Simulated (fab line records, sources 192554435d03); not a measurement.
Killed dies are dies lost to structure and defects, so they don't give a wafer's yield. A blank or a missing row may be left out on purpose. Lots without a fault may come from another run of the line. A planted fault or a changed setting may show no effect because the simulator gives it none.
Split-lot experiment | flow n5_finfet | 7 lots, 21 wafers read, on a route of 1938 steps

THE SPLIT
At N5_BEOL_M9_HM_DEP_02 (deposits TiN, target thk 20 nm), the setting target_thk_a was moved away from the recipe's 200 angstrom on 3 of the 21 wafers read, by -8.7% to +3.5%. The other wafers ran this setting at the recipe's value.

FROM THE SPLIT TO THE READING: what the file shows between them, 5 steps
- N5_BEOL_M9_DESCUM_16: chemistry O2, time 7.9 s (also split here: time_s)
- N5_BEOL_M9_ETCH_61: etches SiARC in CF4, target depth 39 nm, time 65 s
- N5_BEOL_M9_ETCH_62: etches SOC in N2/H2, target depth 110 nm, overetch 22 nm, time 165 s
- N5_BEOL_M9_STRIP_68: strips in N2/H2
- N5_BEOL_M9_STRIP_67: strips in CF4

THE READING
etch.depth_nm (the simulator's own value, which no gauge read), in nm, at N5_BEOL_M9_HM_OPEN_17 (chemistry Cl2/BCl3, target TiN, target depth 20 nm, overetch 6 nm). The file gives no usual value for it. The 18 wafers here that ran the recipe average 20.13 nm, standard deviation 0.29 nm.

wafer  | tool, chamber at the split | target_thk_a as run, angstrom | against the recipe | etch.depth_nm, nm | against lot-mates on the recipe
L075.1 | pvd_sputter-01, -          | 200                           | recipe             | 20.11             | -
L075.4 | pvd_sputter-01, -          | 200                           | recipe             | 19.86             | -
L075.6 | pvd_sputter-01, -          | 200                           | recipe             | 20.19             | -
L076.1 | pvd_sputter-02, -          | 200                           | recipe             | 20.37             | -
L076.2 | pvd_sputter-02, -          | 200                           | recipe             | 20.85             | -
L076.5 | pvd_sputter-02, -          | 200                           | recipe             | 20.36             | -
L084.1 | pvd_sputter-03, -          | 207                           | +3.5%              | 20.3              | +0.41
L084.5 | pvd_sputter-03, -          | 207                           | +3.5%              | 20.19             | +0.30
L084.6 | pvd_sputter-03, -          | 200                           | recipe             | 19.89             | -
L089.3 | pvd_sputter-01, -          | 200                           | recipe             | 19.93             | -
L089.5 | pvd_sputter-01, -          | 200                           | recipe             | 19.94             | -
L089.6 | pvd_sputter-01, -          | 200                           | recipe             | 20.23             | -
L094.1 | pvd_sputter-01, -          | 200                           | recipe             | 19.93             | -
L094.4 | pvd_sputter-01, -          | 200                           | recipe             | 20.14             | -
L094.6 | pvd_sputter-01, -          | 200                           | recipe             | 19.83             | -
L095.4 | pvd_sputter-02, -          | 200                           | recipe             | 20.39             | -
L095.5 | pvd_sputter-02, -          | 200                           | recipe             | 20.02             | -
L095.6 | pvd_sputter-02, -          | 200                           | recipe             | 19.71             | -
L097.4 | pvd_sputter-02, -          | 200                           | recipe             | 19.97             | -
L097.5 | pvd_sputter-02, -          | 182.7                         | -8.7%              | 18.48             | -1.79
L097.6 | pvd_sputter-02, -          | 200                           | recipe             | 20.58             | -

THE FIT
A straight line over all 21 wafers: etch.depth_nm changes by +0.151 nm for each +1% of target_thk_a; r = +0.74; the points scatter about the line by 0.31 nm.
The same after taking each lot's own level away (the mean of its wafers on the recipe; 21 wafers): +0.181 nm for each +1%; r = +0.88; scatter 0.22 nm.
On that fit, the largest move of target_thk_a shifts the reading by 1.6 nm.
The lots' own levels span 19.890 to 20.527 nm, that is 2.2 times the standard deviation above.
So the lot-to-lot level blurs the effect unless lot-mates are compared.
Check: with one of the wafers moved furthest among these (-8.7%) left out of the fit, the line predicts -0.877 nm for it against its lot-mates. It came out at -1.79 nm against them.

OTHER SPLITS ON THESE WAFERS
These wafers also went through other splits before the reading. Each is held against what the fit with the lots' levels taken away leaves over:
other split on the same wafers       | wafers away from the commonest value | r with etch.depth_nm (lot level and that fit taken away)
N5_BEOL_M6_EXPOSE_08 dose_mj         | 5                                    | +0.12
N5_BEOL_M7_ILD_DEP_00 time_s         | 7                                    | -0.06
N5_BEOL_M8_PECVD_70 temp_c           | 5                                    | +0.08
N5_BEOL_M8_DEVELOP_10 develop_time_s | 4                                    | +0.34
N5_BEOL_M9_DESCUM_16 time_s          | 4                                    | +0.15

THE WHOLE CHAIN: every reading that the file lists as answering this split, in the file's order
step                  | what it does                                                      | reading                                                                          | change (the file's fit)               | r (the file's)
N5_BEOL_M9_HM_DEP_02  | deposits TiN, target thk 20 nm                                    | TiN_of_BEOL_M9_HM_DEP_02.thk_nm (the simulator's own value, which no gauge read) | +0.209 nm for each +1% of the setting | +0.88
N5_BEOL_M9_HM_OPEN_17 | chemistry Cl2/BCl3, target TiN, target depth 20 nm, overetch 6 nm | etch.depth_nm (the simulator's own value, which no gauge read)                   | +0.193 nm for each +1% of the setting | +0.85

THE FILE'S OWN FIT
etch.depth_nm changes by +0.193 nm for each +1% of target_thk_a, r = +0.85.
